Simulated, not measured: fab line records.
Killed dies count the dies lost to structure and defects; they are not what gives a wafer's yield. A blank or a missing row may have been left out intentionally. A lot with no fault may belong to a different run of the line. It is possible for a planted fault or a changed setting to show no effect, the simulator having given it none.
Struck lot and sound lot, side by side || flow nandHarc || 22 steps out of a route of 1302
Sound: these wafers, L129.1, L129.2, L129.6. Wafers struck: L126.2, L126.3, L126.5. The cause comes at the end.
Each step with rows lists, per side, the tool, then ch with its chambers, then its first start. Under that, the readings that differ: sound wafers || struck wafers || difference of the means || sigmas: that difference in standard deviations of wafers without a fault.
alike: words and numbers the same on both sides, and readings whose means are apart by under 2 such deviations; not compared: readings that were withheld, readings missing a value for some wafer, numbers with overlapping values and no deviation given by the record, and bounds like >300 which may hide the same value.
A row with sigmas, a row that says differs or no value, or rows on one side alone: a step with any of these is where the two part. When numbers do not overlap yet have no deviation, they are printed without sigmas and do not part them. A reading that every wafer of one side lacks parts them only if that side has two wafers or more.

NHARC_A_BLC_CVD_24: deposits W, target thk 150 nm, time 434 s.
  sound: cvdW-01 ch 0,1; struck: cvdW-02 ch 0
{"reading": "throttleValvePct (%)", "sound": "8.59 8.36 8.58", "struck": "8.02 7.75 7.96", "difference": -0.60, "sigmas": -2}
  alike: heaterPowerW
NHARC_A_BLC_CMP_25: polishes, t overpolish 30 s, target thk 150 nm.
  sound on cmp-02 ch 0,1,3, day 31 07:08; struck on cmp-02 ch 0,2,3, day 29 22:04
  alike: motorCurrentA, overpolishRunS, timeToEndpointS
after that, 1 step had no rows for these wafers: NHARC_A_BLC_SRD_27.
NHARC_A_BLC_INSPECT_28:
  sound on defectInspect-01, day 31 07:31; struck on defectInspect-01, day 29 22:26
  alike: rawDefectCount
then, 7 steps without rows for these wafers: NHARC_A_M0_DEP_00 (deposits SiOC, target thk 150 nm); NHARC_A_M0_DEHYDRATE_01 (time 120 s); NHARC_A_M0_HMDS_02 (time 30 s); NHARC_A_M0_COAT_33 (time 65 s); NHARC_A_M0_COAT_03 (resist thk 90 nm); NHARC_A_M0_SOFTBAKE_04 (time 55 s); NHARC_A_M0_EBR_05.
NHARC_A_M0_EXPOSE_06: exposes mask A M0, target cd 80 nm.
  sound on arfiScanner-01 ch 0, day 31 08:17; struck on arfiScanner-03 ch 0, day 29 23:04
{"reading": "exposureDoseMJCm2", "sound": "83.18 83.26 83.18", "struck": "91.30 91.37 91.38", "difference": "+8.14", "sigmas": "+98"}
  alike: mask
then, 2 steps without rows for these wafers: NHARC_A_M0_PEB_07 (peb time 65 s); NHARC_A_M0_DEVELOP_08 (develop time 35 s).
NHARC_A_M0_CD_MEAS_09: the cd target is 80 nm.
  sound on cdSem-01 ch 0, day 31 08:25; struck on cdSem-02 ch 0, day 29 23:13
{"reading": "cdNm (nm)", "sound": "80.5 80.2 80.4", "struck": "86.5 85.8 86.4", "difference": "+5.9", "sigmas": "+10"}
NHARC_A_M0_OVL_MEAS_10: pitch 160 nm.
  sound on overlay-01, day 31 08:30; struck on overlay-01, day 29 23:17
{"reading": "overlayXNm (nm)", "sound": "-1.6 -1.3 -1.6", "struck": "0.7 0.7 1.2", "difference": "+2.4", "sigmas": "+4"}
  alike: overlayYNm
NHARC_A_M0_INSPECT_11:
  sound on defectInspect-02, day 31 08:32; struck on defectInspect-01, day 29 23:20
{"reading": "rawDefectCount", "sound": "124 115 123", "struck": "51 40 46", "difference": -75, "sigmas": -2}
NHARC_A_M0_DESCUM_14: chemistry O2, time 3 s.
  sound on rieDiel-05 ch 2,3, day 31 08:37; struck on rieDiel-05 ch 1,2,3, day 29 23:25
{"reading": "model.A_M0.cdNm (nm)", "sound": "79.5 79.28 79.51", "struck": "86.28 85.09 86.43", "difference": "+6.50", "sigmas": ""}
  alike: drypumpMotorCurrentA, o2FlowSccm, oesProductAu, rfVppV, showerheadPlenumPTorr, throttleValvePct
  not compared: rfHoursCounterH
NHARC_A_M0_ETCH_34: etches the open film in N2/H2, target depth 40 nm, overetch 12 nm, time 43.94 s.
  sound on rieDiel-05 ch 1,2,3, day 31 08:42; struck on rieDiel-05 ch 2,3, day 29 23:29
  alike: biasW, drypumpMotorCurrentA, oesProductAu, rfVppV, showerheadPlenumPTorr, throttleValvePct
  not compared: rfHoursCounterH
NHARC_A_M0_ETCH_15: etches the open film in C4F8/Ar, target depth 150 nm, overetch 15 nm, time 82.5 s.
  sound: rieDiel-05 ch 0,1,3; struck: rieDiel-05 ch 0,1,2
{"reading": "model.A_M0.cdNm (nm)", "sound": "79.58 79.45 79.5", "struck": "86.33 84.82 86.35", "difference": "+6.32", "sigmas": ""}
  alike: biasW, oesProductAu, rfVppV
  not compared: rfHoursCounterH
NHARC_A_M0_CD_MEAS_16:
  sound on cdSem-03, day 31 08:54; struck on cdSem-01, day 29 23:41
{"reading": "cdNm (nm)", "sound": "79.7 79.2 79.4", "struck": "86.6 85.0 86.3", "difference": "+6.5", "sigmas": "+10"}
NHARC_END_SORT_01:
  sound on prober-01 ch 0, day 33 10:16; struck on prober-01 ch 0, day 31 17:33
{"reading": "killedAtOther", "sound": "2 6", "struck": 1, "difference": -3, "sigmas": -2}
{"reading": "killedOpen", "sound": "3 1", "struck": 6, "difference": "+4", "sigmas": "+2"}
{"reading": "killedShort", "sound": "1 2", "struck": 6, "difference": "+4", "sigmas": "+3"}
  alike: defectLimitedYield, killedAtArray, killedAtPeriphery, killedDies

## WHERE THEY PART
At NHARC_A_BLC_CVD_24 first; at NHARC_END_SORT_01 last (within this record only).

WHY: the cause the simulator had injected
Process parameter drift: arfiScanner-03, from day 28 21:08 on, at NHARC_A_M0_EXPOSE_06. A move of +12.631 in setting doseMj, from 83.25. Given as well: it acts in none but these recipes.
